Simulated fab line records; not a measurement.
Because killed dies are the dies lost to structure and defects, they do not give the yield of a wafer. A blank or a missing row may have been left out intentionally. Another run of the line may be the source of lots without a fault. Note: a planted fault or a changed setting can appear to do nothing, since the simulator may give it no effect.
fab line records	flow nand-harc
[record] lots = 6	wafers = 18	last-day = 23
route steps=1159 shown A_CONTACT@930 END@1159
lots that met no fault: taken from a fault-free run of the same line
start-h: hours from the record's opening day to when the first of the lot's shown wafers began	wait-h: hours since the lot's step before	" as in the row above	L1.1+2: a row that stands for several wafers	- either no value or no given start	* or withheld: withheld	< > ~ a bound
route shown NAME@n: NAME is a module with steps in the file, n the number in the route of the first one	usual: average and standard deviation across the fault-free wafers	same: alike in all rows	chamber/n: place in a boat	sites: per-site readings	_std_site: the values' standard deviation	_edge_site: the outer-site mean with the inner-site mean subtracted	radius-mm: how far each site lies from the wafer's centre	mask NAME#n: copy n	behind: the most recent tool/chamber to have shaped the wafer	hold: why the lot went on hold/how many hours it stayed there/how the hold came to an end	device: whichever transistor did not switch (one of n, p or np)	end of line: at the end of the route, the tests of the same wafers	for a step that has no rows: nothing shown but its recipe	killed: the dies lost at the first sort to structure and to defects; this is not the yield of the wafer	map: the dies of a wafer, with x for killed, . for not killed, _ for no die there
set.NAME: the run value of the setting; set.NAME@STEP: its run value at that earlier step	model.NAME: the simulator's own value behind a step, which no gauge read
certain route steps with their lots: each step a table, each wafer a row
services: the hour from which a tool's chamber was out of use, counted from the record's first day as start-h (under 0 if before that day), plus the number of hours and why
[[steps]]
[step NHARC_A_CONTACT_SOFTBAKE_03]
[recipe] temp-c = 105	time-s = 55
[step NHARC_A_CONTACT_EBR_04]
[step NHARC_A_CONTACT_EXPOSE_05]
[recipe] na = 1.35	sigma-outer = 0.8	dose-mj = 84.24	mask-id = A_CC
[step NHARC_A_CONTACT_PEB_06]
[recipe] peb-temp-c = 100	peb-time-s = 65
[step NHARC_A_CONTACT_DEVELOP_07]
[recipe] develop-time-s = 35	dev-temp-c = 23
[step NHARC_A_CONTACT_CD_MEAS_08]
[recipe] target-cd-nm = 100	landing-energy-ev = 500
[usual] cd-nm = 99.8/0.52
lot.wafer	tool	chamber	start-h	wait-h	cd-nm
L463.2	cd-sem-02	0	394.15	-	99.0
L463.3	"	0	"	"	98.7
L463.5	"	0	"	"	98.7
L465.2	cd-sem-01	0	411.40	-	99.4
L465.4	"	0	"	"	99.8
L465.5	"	0	"	"	99.4
L470.1	cd-sem-03	0	443.96	-	99.9
L470.2	"	0	"	"	99.3
L470.3	"	0	"	"	99.9
L472.3	cd-sem-01	0	451.66	-	99.3
L472.5	"	0	"	"	99.8
L472.6	"	0	"	"	99.5
L473.2	cd-sem-01	0	452.89	-	99.9
L473.3	"	0	"	"	100.0
L473.6	"	0	"	"	100.8
L480.1	cd-sem-01	0	498.69	-	100.1
L480.5	"	0	"	"	99.5
L480.6	"	0	"	"	99.8
[step NHARC_A_CONTACT_OVL_MEAS_09]
[usual] overlay-x-nm = 0.1/0.77	overlay-y-nm = -0.1/0.79
lot.wafer	tool	chamber	start-h	wait-h	overlay-x-nm	overlay-y-nm
L463.2	overlay-02	-	394.24	-	0.6	0.7
L463.3	"	-	"	"	-0.2	0.8
L463.5	"	-	"	"	0.5	0.5
L465.2	overlay-01	-	411.49	-	-0.3	-0.4
L465.4	"	-	"	"	-0.4	-0.2
L465.5	"	-	"	"	-0.5	-0.4
L470.1	overlay-01	-	444.05	-	-0.5	-0.6
L470.2	"	-	"	"	-0.7	-0.6
L470.3	"	-	"	"	-0.7	0.5
L472.3	overlay-02	-	451.75	-	-0.2	0.2
L472.5	"	-	"	"	0.4	0.2
L472.6	"	-	"	"	0.0	0.6
L473.2	overlay-01	-	452.98	-	0.7	-0.5
L473.3	"	-	"	"	-0.5	0.0
L473.6	"	-	"	"	0.0	-0.5
L480.1	overlay-02	-	498.78	-	-0.9	0.6
L480.5	"	-	"	"	-0.3	0.2
L480.6	"	-	"	"	-0.5	0.1
[step NHARC_A_CONTACT_INSPECT_10]
[usual] raw-defect-count = 29/16
lot.wafer	tool	chamber	start-h	wait-h	raw-defect-count
L463.2	defect-inspect-02	-	394.28	0.0	36
L463.3	"	-	"	"	30
L463.5	"	-	"	"	26
L465.2	defect-inspect-01	-	411.53	0.0	32
L465.4	"	-	"	"	31
L465.5	"	-	"	"	31
L470.1	defect-inspect-01	-	444.09	0.0	24
L470.2	"	-	"	"	34
L470.3	"	-	"	"	36
L472.3	defect-inspect-02	-	451.78	0.0	50
L472.5	"	-	"	"	40
L472.6	"	-	"	"	50
L473.2	defect-inspect-02	-	453.02	0.0	10
L473.3	"	-	"	"	11
L473.6	"	-	"	"	10
L480.1	defect-inspect-01	-	498.82	0.0	64
L480.5	"	-	"	"	60
L480.6	"	-	"	"	58
[step NHARC_A_CONTACT_DESCUM_13]
[recipe] time-s = 3	o2-flow-sccm = 200	ar-flow-sccm = 0	bias-power-w = 0	chemistry = O2
[usual] drypump-motor-current-A = 5.7/0.53	o2-flow-sccm = 200.1/0.54	oes-product-au = 0.999/0.0096	rf-vpp-V = 57.7/0.95	showerhead-plenum-p-Torr = 1.90/0.08	throttle-valve-pct = 11.310/0.0094
lot.wafer	tool	chamber	start-h	wait-h	drypump-motor-current-A	o2-flow-sccm	oes-product-au	rf-hours-counter-h	rf-vpp-V	showerhead-plenum-p-Torr	throttle-valve-pct
L463.3	rie-diel-08	3	394.35	0.1	5.2	199.8	1.001	17	57.5	1.81	11.302
L463.2	"	0	"	"	5.6	200.2	1.027	19	58.3	1.92	11.328
L463.5	"	2	"	"	6.1	200.1	0.997	-	58.2	1.90	11.310
L465.2	rie-diel-05	2	411.60	0.1	6.3	200.4	0.998	23	57.7	2.05	11.304
L465.4	"	0	"	"	5.3	199.5	1.002	23	57.1	2.03	11.336
L465.5	"	1	"	"	6.1	200.3	0.998	-	56.6	1.91	11.309
L470.2	rie-diel-07	2	444.16	0.1	4.9	200.6	0.996	13	57.9	1.89	11.323
L470.1	"	3	"	"	5.7	201.0	1.009	13	58.7	2.05	11.308
L470.3	"	0	"	"	5.3	200.6	1.000	11	57.0	1.86	11.304
L472.3	rie-diel-08	0	451.87	0.1	5.6	199.5	1.026	31	58.8	1.92	11.301
L472.5	"	1	"	"	6.5	200.3	1.000	-	57.1	1.84	11.325
L472.6	"	2	"	"	6.0	199.6	1.003	-	56.0	1.89	11.311
L473.3	rie-diel-05	1	453.09	0.1	6.1	200.4	0.995	38	58.2	1.91	11.318
L473.2	"	3	"	"	5.0	200.3	1.008	41	59.6	1.97	11.298
L473.6	"	1	"	"	6.1	200.7	0.995	-	58.5	1.91	11.323
L480.1	rie-diel-08	3	498.91	0.1	5.2	200.5	1.008	3	56.1	1.80	11.305
L480.6	"	0	"	"	5.6	200.6	1.012	-	57.7	1.91	11.316
L480.5	"	1	"	"	6.5	200.8	1.000	-	57.6	1.84	11.325
[step NHARC_A_CONTACT_ETCH_88]
[recipe] target-depth-a = 390	over-etch-frac = 0.3	time-s = 65	ion-energy-ev = 80	cf4-flow-sccm = 150	ar-flow-sccm = 0	rf-w = 300	bias-w = 100	chemistry = CF4
[usual] bias-w = 100.0/0.31	cf4-flow-sccm = 150.0/0.43	drypump-motor-current-A = 5.7/0.53	oes-product-au = 1.000/0.011	rf-vpp-V = 151.1/1.1	showerhead-plenum-p-Torr = 1.76/0.07	throttle-valve-pct = 13.284/0.0093
lot.wafer	tool	chamber	start-h	wait-h	bias-w	cf4-flow-sccm	drypump-motor-current-A	oes-product-au	rf-hours-counter-h	rf-vpp-V	showerhead-plenum-p-Torr	throttle-valve-pct
L463.3	rie-diel-08	1	394.42	0.1	100.3	149.8	6.6	0.992	18	149.5	1.71	13.295
L463.2	"	2	"	"	100.7	150.3	6.1	1.004	17	151.8	1.75	13.283
L463.5	"	1	"	"	100.1	150.2	6.5	0.994	-	149.9	1.71	13.272
L465.4	rie-diel-05	2	411.67	0.1	99.8	150.3	6.3	0.998	23	152.5	1.88	13.283
L465.2	"	1	"	"	99.6	149.8	6.1	1.003	23	150.6	1.77	13.292
L465.5	"	3	"	"	100.0	150.4	5.0	1.004	-	151.7	1.82	13.285
L470.2	rie-diel-07	2	444.24	0.1	100.2	151.1	4.9	0.986	13	150.5	1.75	13.285
L470.3	"	3	"	"	99.8	150.1	5.7	0.987	13	152.1	1.89	13.294
L470.1	"	0	"	"	100.5	149.8	5.3	0.987	11	150.0	1.72	13.278
L472.3	rie-diel-08	1	451.94	0.1	99.8	149.7	6.5	1.019	31	149.8	1.71	13.290
L472.6	"	3	"	"	99.7	149.4	5.2	1.003	-	151.5	1.68	13.292
L472.5	"	0	"	"	99.5	149.8	5.6	1.021	-	153.0	1.77	13.277
L473.2	rie-diel-05	3	453.16	0.1	99.9	150.4	5.0	1.014	41	151.3	1.82	13.283
L473.3	"	0	"	"	99.7	150.5	5.3	0.996	39	152.0	1.86	13.270
L473.6	"	3	"	"	99.7	150.5	5.0	1.006	-	150.5	1.82	13.287
L480.1	rie-diel-08	2	498.98	0.1	100.3	150.0	6.0	0.994	2	151.1	1.75	13.305
L480.5	"	0	"	"	100.3	150.2	5.6	1.001	-	151.4	1.77	13.288
L480.6	"	1	"	"	100.0	150.5	6.6	1.005	-	150.2	1.71	13.285
[step NHARC_A_CONTACT_ETCH_89]
[recipe] target-depth-a = 2600	over-etch-frac = 0.3	time-s = 475.3	ion-energy-ev = 200	n2-flow-sccm = 150	h2-flow-sccm = 150	ar-flow-sccm = 0	rf-w = 400	bias-w = 150	chemistry = N2/H2
[usual] bias-w = 150.0/0.43	chamber-pressure-mTorr = 30.000/0.027	drypump-motor-current-A = 5.7/0.52	oes-product-au = 0.998/0.01	rf-vpp-V = 430.0/2.6	showerhead-plenum-p-Torr = 2.02/0.087	throttle-valve-pct = 14.172/0.0086
lot.wafer	tool	chamber	start-h	wait-h	bias-w	chamber-pressure-mTorr	drypump-motor-current-A	oes-product-au	rf-hours-counter-h	rf-vpp-V	showerhead-plenum-p-Torr	throttle-valve-pct
L463.2	rie-diel-08	0	-	-	150.1	29.951	5.6	1.024	19	430.3	2.05	14.177
L463.3	"	2	"	"	149.5	29.981	6.0	0.999	17	429.9	2.02	14.173
L463.5	"	1	"	"	149.5	29.979	6.6	0.999	-	429.2	1.97	14.158
L465.4	rie-diel-05	3	-	-	150.3	30.003	5.0	1.011	24	432.2	2.11	14.172
L465.2	"	0	"	"	150.0	30.022	5.3	1.002	23	434.3	2.16	14.186
L465.5	"	3	"	"	150.1	30.016	5.0	1.006	-	433.7	2.11	14.180
L470.1	rie-diel-07	0	-	-	148.9	29.971	5.3	0.989	11	427.4	1.98	14.179
L470.2	"	1	"	"	149.6	30.005	6.1	0.984	11	426.0	1.89	14.177
L470.3	"	2	"	"	150.3	30.016	4.9	0.994	13	432.0	2.02	14.166
L472.3	rie-diel-08	3	-	-	149.8	30.000	5.2	0.990	28	427.8	1.92	14.178
L472.5	"	0	"	"	149.5	30.006	5.6	1.016	-	432.1	2.04	14.175
L472.6	"	1	"	"	149.6	30.006	6.6	1.002	-	429.5	1.96	14.162
L473.2	rie-diel-05	3	-	-	149.4	29.999	5.0	1.009	41	432.4	2.10	14.176
L473.3	"	0	"	"	150.0	29.980	5.3	1.001	39	434.7	2.16	14.168
L473.6	"	3	"	"	149.9	30.022	5.0	0.994	-	434.0	2.10	14.178
L480.1	rie-diel-08	2	-	-	150.3	30.051	6.0	0.995	2	428.8	2.01	14.178
L480.6	"	0	"	"	150.3	29.981	5.5	1.006	-	431.6	2.04	14.172
L480.5	"	1	"	"	150.5	29.998	6.5	1.003	-	429.1	1.96	14.165
[step NHARC_A_CONTACT_ETCH_30]
[recipe] target-depth-a = 605	time-s = 30.2	cf4-flow-sccm = 100	chf3-flow-sccm = 30	ar-flow-sccm = 0	rf-w = 500	bias-w = 200	chemistry = CF4/CHF3
[usual] bias-w = 200.1/0.59	cf4-flow-sccm = 100.04/0.28	drypump-motor-current-A = 5.7/0.52	oes-product-au = 0.930/0.016	rf-vpp-V = 370.2/2.3	showerhead-plenum-p-Torr = 1.56/0.062	throttle-valve-pct = 16.802/0.0089
lot.wafer	tool	chamber	start-h	wait-h	bias-w	cf4-flow-sccm	drypump-motor-current-A	oes-product-au	rf-hours-counter-h	rf-vpp-V	showerhead-plenum-p-Torr	throttle-valve-pct
L463.2	rie-diel-08	3	-	-	200.3	100.22	5.2	0.917	17	368.3	1.49	16.781
L463.3	"	1	"	"	198.9	100.31	6.5	0.923	19	367.6	1.52	16.798
L463.5	"	3	"	"	201.0	99.94	5.2	0.925	-	367.9	1.49	16.801
L465.2	rie-diel-05	1	-	-	199.5	100.28	6.1	0.963	24	370.9	1.57	16.790
L465.4	"	3	"	"	200.4	99.88	5.0	0.984	24	373.3	1.62	16.801
L465.5	"	1	"	"	200.0	99.96	6.1	0.970	-	371.0	1.57	16.810
L470.3	rie-diel-07	1	-	-	199.2	99.77	6.0	0.945	11	367.9	1.47	16.805
L470.2	"	2	"	"	199.4	99.98	4.9	0.952	13	370.7	1.56	16.806
L470.1	"	3	"	"	200.0	99.65	5.6	0.961	13	373.1	1.68	16.808
L472.3	rie-diel-08	2	-	-	200.0	99.61	6.0	0.918	29	369.6	1.56	16.783
L472.5	"	1	"	"	201.3	100.57	6.5	0.919	-	368.9	1.52	16.785
L472.6	"	2	"	"	199.6	99.56	6.0	0.923	-	370.4	1.56	16.810
L473.3	rie-diel-05	3	-	-	200.2	100.42	5.0	0.931	41	372.6	1.62	16.801
L473.2	"	1	"	"	199.2	100.32	6.1	0.927	38	370.5	1.57	16.803
L473.6	"	0	"	"	199.3	100.07	5.3	0.929	-	372.4	1.66	16.805
L480.1	rie-diel-08	1	-	-	199.3	100.16	6.6	0.924	3	368.5	1.52	16.798
L480.5	"	1	"	"	199.3	100.36	6.6	0.925	-	369.8	1.52	16.799
L480.6	"	2	"	"	199.9	100.02	6.1	0.920	-	370.1	1.55	16.810
[step NHARC_A_CONTACT_ETCH_31]
[recipe] target-depth-a = 20000	over-etch-frac = 0.3	time-s = 520	ion-energy-ev = 150	o2-flow-sccm = 400	cos-flow-sccm = 20	ar-flow-sccm = 0	rf-w = 500	bias-w = 300	chemistry = O2/COS
[usual] bias-w = 299.9/1	chamber-pressure-mTorr = 20.000/0.018	drypump-motor-current-A = 5.7/0.52	o2-flow-sccm = 400.0/1.1	oes-product-au = 0.999/0.01	rf-vpp-V = 313.8/1.9	showerhead-plenum-p-Torr = 3.10/0.12	throttle-valve-pct = 28.329/0.0084
lot.wafer	tool	chamber	start-h	wait-h	bias-w	chamber-pressure-mTorr	drypump-motor-current-A	o2-flow-sccm	oes-product-au	rf-hours-counter-h	rf-vpp-V	showerhead-plenum-p-Torr	throttle-valve-pct
L463.2	rie-diel-08	2	394.93	-	299.5	20.021	6.1	401.1	1.011	17	315.0	3.09	28.345
L463.3	"	0	"	"	298.2	20.021	5.6	401.3	1.026	19	315.4	3.13	28.324
L463.5	"	2	"	"	298.7	20.014	6.1	403.5	1.013	-	314.5	3.09	28.329
L465.2	rie-diel-05	3	412.35	-	300.5	19.993	5.0	398.3	1.009	24	315.8	3.21	28.337
L465.4	"	0	"	"	300.7	19.992	5.3	398.2	1.007	24	316.6	3.30	28.309
L465.5	"	1	"	"	299.9	19.986	6.1	400.6	1.009	-	313.7	3.12	28.336
L470.3	rie-diel-07	3	444.74	-	-	-	-	-	-	-	-	-	-
L470.1	"	0	"	"	-	-	-	-	-	-	-	-	-
L470.2	"	2	"	"	-	-	-	-	-	-	-	-	-
L472.3	rie-diel-08	1	452.56	-	-	-	-	-	-	-	-	-	-
L472.5	"	2	"	"	-	-	-	-	-	-	-	-	-
L472.6	"	3	"	"	-	-	-	-	-	-	-	-	-
L473.3	rie-diel-05	3	453.75	-	299.5	20.008	5.0	399.9	1.003	42	315.1	3.21	28.337
L473.2	"	0	"	"	299.0	20.014	5.3	398.5	0.994	40	316.2	3.29	28.314
L473.6	"	1	"	"	299.8	19.980	6.1	398.1	0.993	-	313.6	3.11	28.309
L480.1	rie-diel-08	2	499.47	-	299.7	19.995	6.1	398.8	0.990	2	313.1	3.08	28.325
L480.6	"	2	"	"	301.3	20.031	6.0	398.4	0.987	-	314.4	3.08	28.328
L480.5	"	3	"	"	298.7	19.968	5.2	398.8	1.013	-	311.9	2.95	28.318
[step NHARC_A_CONTACT_ETCH_134]
[recipe] source-w = withheld	pressure-mtorr = 20	bias-v = withheld	time-s = 140	target-depth-a = 7000	ar-flow-sccm = withheld	c4f8-flow-sccm = withheld	o2-flow-sccm = withheld	chemistry = C4F8/O2/Ar
[usual] chamber-pressure-mTorr = 20.000/0.018	oes-air-line-au = 1.002/0.018
lot.wafer	tool	chamber	start-h	wait-h	chamber-pressure-mTorr	oes-air-line-au	rf-hours-counter-h
L463.2	har-cap-etch-03	1	395.37	-	19.985	1.005	82
L463.3	"	1	"	"	20.018	1.012	-
L463.5	"	1	"	"	20.011	0.998	-
L465.2	har-cap-etch-01	1	412.68	-	20.023	0.966	63
L465.4	"	1	"	"	20.010	1.017	-
L465.5	"	1	"	"	20.005	0.989	-
L470.1	har-cap-etch-03	1	445.14	-	19.972	0.988	93
L470.2	"	0	"	"	19.977	0.977	93
L470.3	"	1	"	"	20.008	0.982	-
L472.3	har-cap-etch-01	0	452.91	-	19.999	1.005	-
L472.5	"	0	"	"	20.003	0.981	-
L472.6	"	1	"	"	19.997	1.016	-
L473.2	har-cap-etch-03	0	454.07	-	20.017	1.010	94
L473.3	"	1	"	"	19.990	1.000	-
L473.6	"	1	"	"	19.989	1.020	-
L480.1	har-cap-etch-02	0	499.88	-	19.989	1.027	35
L480.6	"	0	"	"	19.999	1.015	-
L480.5	"	1	"	"	19.957	1.016	-
[step NHARC_END_SORT_01]
[recipe] temp-c = 25
[usual] killed-at-array = 27/12	killed-at-other = 0.8/1	killed-at-periphery = 4.0/2.5	killed-dies = 32/11	killed-open = 3.3/1.8	killed-short = 2.0/1.5
[same] gross-dies = 677
lot.wafer	tool	chamber	start-h	wait-h	killed-at-array	killed-at-other	killed-at-periphery	killed-dies	killed-open	killed-short
L463.2	prober-01	0	457.53	2.8	38	0	5	43	3	0
L463.3	prober-01	0	458.31	3.1	35	1	2	38	5	1
L463.5	prober-01	0	459.88	3.6	35	0	1	36	3	2
L470.1	prober-01	0	497.22	2.5	671	0	6	677	4	2
L470.2	prober-01	0	498.03	2.8	669	0	8	677	2	3
L470.3	prober-01	0	498.85	3.1	667	1	9	677	1	7
L472.3	prober-02	0	505.79	3.1	673	1	3	677	1	0
L472.5	prober-02	0	507.38	3.7	673	1	3	677	9	1
L472.6	prober-02	0	508.18	4.0	672	1	4	677	2	3
L473.2	prober-01	0	508.53	2.8	18	0	7	25	3	1
L473.3	prober-01	0	509.31	3.1	14	0	7	21	4	1
L473.6	prober-01	0	511.67	3.9	20	1	3	24	2	2
L480.1	prober-02	0	557.60	2.5	50	1	4	55	9	5
L480.5	prober-02	0	560.76	3.7	51	1	5	57	5	8
L480.6	prober-02	0	561.54	3.9	49	1	4	54	3	2
// killed by level:class
L463.2 A_SLIT:chamber-film-flake=17 A_CHANNEL_HOLE_D1:chamber-film-flake=10 A_M0:chamber-film-flake=4 A_STAIRCASE:chamber-film-flake=3 A_CONTACT:chamber-film-flake=3 P_M0:geometric-particle:open=2 P_BONDPAD:chamber-film-flake=2 A_CONTACT:geometric-particle:open=1
L463.3 A_CHANNEL_HOLE_D1:chamber-film-flake=13 A_SLIT:chamber-film-flake=11 A_ONON_D1:geometric-particle:open=4 A_M0:chamber-film-flake=3 A_CONTACT:geometric-particle:open=1 STARTING-WAFER:geometric-particle:short=1 P_ZERO_WELL:chamber-film-flake=1 P_BONDPAD:chamber-film-flake=1
L463.5 A_CHANNEL_HOLE_D1:chamber-film-flake=10 A_SLIT:chamber-film-flake=10 A_CONTACT:chamber-film-flake=6 A_M0:chamber-film-flake=2 A_ONON_D1:geometric-particle:short=1 A_CHANNEL_HOLE_D1:geometric-particle:open=1 A_CONTACT:geometric-particle:open=1 A_BLC:geometric-particle:open=1
L470.1 A_CONTACT:area-etch=644 A_SLIT:chamber-film-flake=10 P_ZERO_WELL:chamber-film-flake=6 A_CHANNEL_HOLE_D1:chamber-film-flake=4 A_CONTACT:chamber-film-flake=4 A_STAIRCASE:chamber-film-flake=2 A_CHANNEL_HOLE_D1:geometric-particle:short=1 A_CHANNEL_FILL_D1:geometric-particle:open=1
L470.2 A_CONTACT:area-etch=640 A_SLIT:chamber-film-flake=14 P_ZERO_WELL:chamber-film-flake=5 A_CHANNEL_HOLE_D1:chamber-film-flake=5 A_CONTACT:chamber-film-flake=5 P_GATE:geometric-particle:open=1 P_M1:geometric-particle:short=1 A_ONON_D1:geometric-particle:open=1
L470.3 A_CONTACT:area-etch=632 A_SLIT:chamber-film-flake=12 A_STAIRCASE:chamber-film-flake=7 A_CHANNEL_HOLE_D1:chamber-film-flake=6 P_ZERO_WELL:chamber-film-flake=4 A_CHANNEL_HOLE_D1:geometric-particle:short=3 A_CONTACT:chamber-film-flake=3 P_M2:chamber-film-flake=2
L472.3 A_CONTACT:area-etch=640 A_CHANNEL_HOLE_D1:chamber-film-flake=15 A_SLIT:chamber-film-flake=11 A_SGD_CUT:chamber-film-flake=3 P_M2:chamber-film-flake=2 P_M2:geometric-particle:open=1 A_ZERO_WELL:chamber-film-flake=1 A_CHANNEL_FILL_D1:chamber-film-flake=1
L472.5 A_CONTACT:area-etch=629 A_CHANNEL_HOLE_D1:chamber-film-flake=15 A_SLIT:chamber-film-flake=11 A_CHANNEL_FILL_D1:geometric-particle:open=3 A_WL_FILL:chamber-film-flake=3 A_CONTACT:geometric-particle:open=2 A_STAIRCASE:chamber-film-flake=2 A_CONTACT:chamber-film-flake=2
L472.6 A_CONTACT:area-etch=634 A_CHANNEL_HOLE_D1:chamber-film-flake=21 A_SLIT:chamber-film-flake=11 P_GATE:geometric-particle:short=1 P_M2:geometric-particle:open=1 A_CONTACT:geometric-particle:short=1 A_BLC:geometric-particle:short=1 A_M1:geometric-particle:open=1
L473.2 P_GATE:chamber-film-flake=6 A_CONTACT:chamber-film-flake=6 A_BLC:chamber-film-flake=3 A_CHANNEL_HOLE_D1:chamber-film-flake=3 A_STAIRCASE:chamber-film-flake=2 A_CHANNEL_HOLE_D1:geometric-particle:open=1 A_WL_FILL:geometric-particle:open=1 A_BLC:geometric-particle:open=1
L473.3 A_CHANNEL_HOLE_D1:chamber-film-flake=5 A_STAIRCASE:chamber-film-flake=4 P_STI:chamber-film-flake=2 P_GATE:chamber-film-flake=2 A_BLC:chamber-film-flake=2 P_GATE:geometric-particle:open=1 P_CONTACT:geometric-particle:open=1 P_M2:geometric-particle:open=1
L473.6 A_CHANNEL_HOLE_D1:chamber-film-flake=7 A_BLC:chamber-film-flake=4 A_CONTACT:chamber-film-flake=4 P_M0:geometric-particle:open=1 A_WL_FILL:geometric-particle:short=1 A_CONTACT:geometric-particle:short=1 A_M1:geometric-particle:open=1 P_STI:chamber-film-flake=1
L480.1 A_CHANNEL_HOLE_D1:chamber-film-flake=22 A_SLIT:chamber-film-flake=12 A_STAIRCASE:chamber-film-flake=4 A_CHANNEL_FILL_D1:geometric-particle:short=3 P_GATE:geometric-particle:open=2 A_ONON_D1:geometric-particle:open=2 A_CONTACT:geometric-particle:short=2 P_CONTACT:geometric-particle:open=1
L480.5 A_CHANNEL_HOLE_D1:chamber-film-flake=17 A_SLIT:chamber-film-flake=15 A_WL_FILL:geometric-particle:short=4 A_CONTACT:chamber-film-flake=4 A_STAIRCASE:chamber-film-flake=3 P_CONTACT:geometric-particle:short=2 A_M1:chamber-film-flake=2 A_CHANNEL_FILL_D1:geometric-particle:open=2
L480.6 A_CHANNEL_HOLE_D1:chamber-film-flake=20 A_SLIT:chamber-film-flake=13 A_CONTACT:chamber-film-flake=8 A_STAIRCASE:chamber-film-flake=4 P_CONTACT:geometric-particle:open=2 P_M1:geometric-particle:short=1 A_CHANNEL_HOLE_D1:geometric-particle:short=1 A_CONTACT:geometric-particle:open=1
// map L470.1 (x killed, . not)
____________x____________
_________xxxxxxx_________
_______xxxxxxxxxxx_______
______xxxxxxxxxxxxx______
_____xxxxxxxxxxxxxxx_____
____xxxxxxxxxxxxxxxxx____
____xxxxxxxxxxxxxxxxx____
___xxxxxxxxxxxxxxxxxxx___
___xxxxxxxxxxxxxxxxxxx___
__xxxxxxxxxxxxxxxxxxxxx__
__xxxxxxxxxxxxxxxxxxxxx__
_xxxxxxxxxxxxxxxxxxxxxxx_
_xxxxxxxxxxxxxxxxxxxxxxx_
_xxxxxxxxxxxxxxxxxxxxxxx_
_xxxxxxxxxxxxxxxxxxxxxxx_
_xxxxxxxxxxxxxxxxxxxxxxx_
xxxxxxxxxxxxxxxxxxxxxxxxx
xxxxxxxxxxxxxxxxxxxxxxxxx
xxxxxxxxxxxxxxxxxxxxxxxxx
xxxxxxxxxxxxxxxxxxxxxxxxx
xxxxxxxxxxxxxxxxxxxxxxxxx
_xxxxxxxxxxxxxxxxxxxxxxx_
_xxxxxxxxxxxxxxxxxxxxxxx_
_xxxxxxxxxxxxxxxxxxxxxxx_
_xxxxxxxxxxxxxxxxxxxxxxx_
_xxxxxxxxxxxxxxxxxxxxxxx_
__xxxxxxxxxxxxxxxxxxxxx__
__xxxxxxxxxxxxxxxxxxxxx__
___xxxxxxxxxxxxxxxxxxx___
___xxxxxxxxxxxxxxxxxxx___
____xxxxxxxxxxxxxxxxx____
____xxxxxxxxxxxxxxxxx____
_____xxxxxxxxxxxxxxx_____
______xxxxxxxxxxxxx______
_______xxxxxxxxxxx_______
_________xxxxxxx_________
____________x____________
// map L472.3 (x killed, . not)
____________x____________
_________xxxxxxx_________
_______xxxxxxxxxxx_______
______xxxxxxxxxxxxx______
_____xxxxxxxxxxxxxxx_____
____xxxxxxxxxxxxxxxxx____
____xxxxxxxxxxxxxxxxx____
___xxxxxxxxxxxxxxxxxxx___
___xxxxxxxxxxxxxxxxxxx___
__xxxxxxxxxxxxxxxxxxxxx__
__xxxxxxxxxxxxxxxxxxxxx__
_xxxxxxxxxxxxxxxxxxxxxxx_
_xxxxxxxxxxxxxxxxxxxxxxx_
_xxxxxxxxxxxxxxxxxxxxxxx_
_xxxxxxxxxxxxxxxxxxxxxxx_
_xxxxxxxxxxxxxxxxxxxxxxx_
xxxxxxxxxxxxxxxxxxxxxxxxx
xxxxxxxxxxxxxxxxxxxxxxxxx
xxxxxxxxxxxxxxxxxxxxxxxxx
xxxxxxxxxxxxxxxxxxxxxxxxx
xxxxxxxxxxxxxxxxxxxxxxxxx
_xxxxxxxxxxxxxxxxxxxxxxx_
_xxxxxxxxxxxxxxxxxxxxxxx_
_xxxxxxxxxxxxxxxxxxxxxxx_
_xxxxxxxxxxxxxxxxxxxxxxx_
_xxxxxxxxxxxxxxxxxxxxxxx_
__xxxxxxxxxxxxxxxxxxxxx__
__xxxxxxxxxxxxxxxxxxxxx__
___xxxxxxxxxxxxxxxxxxx___
___xxxxxxxxxxxxxxxxxxx___
____xxxxxxxxxxxxxxxxx____
____xxxxxxxxxxxxxxxxx____
_____xxxxxxxxxxxxxxx_____
______xxxxxxxxxxxxx______
_______xxxxxxxxxxx_______
_________xxxxxxx_________
____________x____________
[[services]]
tool	chamber	start-h	hours	kind
rie-diel-08	3	375.86	2.3	repair
rie-diel-08	0	384.60	-	clean
rie-diel-08	1	384.60	-	clean
rie-diel-08	2	384.60	-	clean
rie-diel-08	3	384.60	-	clean
rie-diel-05	0	394.89	4.7	repair
rie-diel-07	3	395.32	2.2	repair
rie-diel-07	-	405.70	9.0	pm
rie-diel-08	0	409.17	-	clean
rie-diel-08	1	409.17	-	clean
rie-diel-08	2	409.17	-	clean
rie-diel-08	3	409.17	-	clean
rie-diel-08	0	433.67	-	clean
rie-diel-08	1	433.67	-	clean
rie-diel-08	2	433.67	-	clean
rie-diel-08	3	433.67	-	clean
rie-diel-08	0	458.17	-	clean
rie-diel-08	1	458.17	-	clean
rie-diel-08	2	458.17	-	clean
rie-diel-08	3	458.17	-	clean
rie-diel-07	-	477.77	0.5	repair
rie-diel-08	-	478.80	9.0	pm
rie-diel-08	0	478.80	9.0	vent-cycle
rie-diel-08	1	478.80	9.0	vent-cycle
[[key]]
[first-sign] step = NHARC_A_CONTACT_ETCH_31	reading = tool-record	direction = missing
[effect] step = NHARC_END_SORT_01	reading = killed-dies	direction = up	sigmas = 58	usual = 32	struck = 677
[more-kills-born-at] NHARC_A_CONTACT_ETCH_31@rie-diel-07 = 1916	NHARC_A_CONTACT_ETCH_31@rie-diel-08 = 1904
met-at NHARC_A_CONTACT_ETCH_31
struck-wafers L470.1,L470.2,L470.3,L472.3,L472.5,L472.6
later-rows-left-out L470.1,L470.2,L470.3,L472.3,L472.5,L472.6
tester-left-out L470,L472
onset-between 394.93 444.74
[fault] kind = skipped-step-whole	tool = rie-diel-07,rie-diel-08	chamber = -	onset-h = 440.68	steps = NHARC_A_CONTACT_ETCH_31	scope = struck-lots-only
// tester-left-out: of these lots the tester's yield and bins aren't shown, on N5 and GAA mostly nor the transistor test; their killed dies are dies lost to structure and defects alone, not to doping, threshold or leakage, so they don't give the yield
// later-rows-left-out: the simulator's readings of these wafers behind a module that went badly wrong aren't trusted and aren't shown, but for the sort
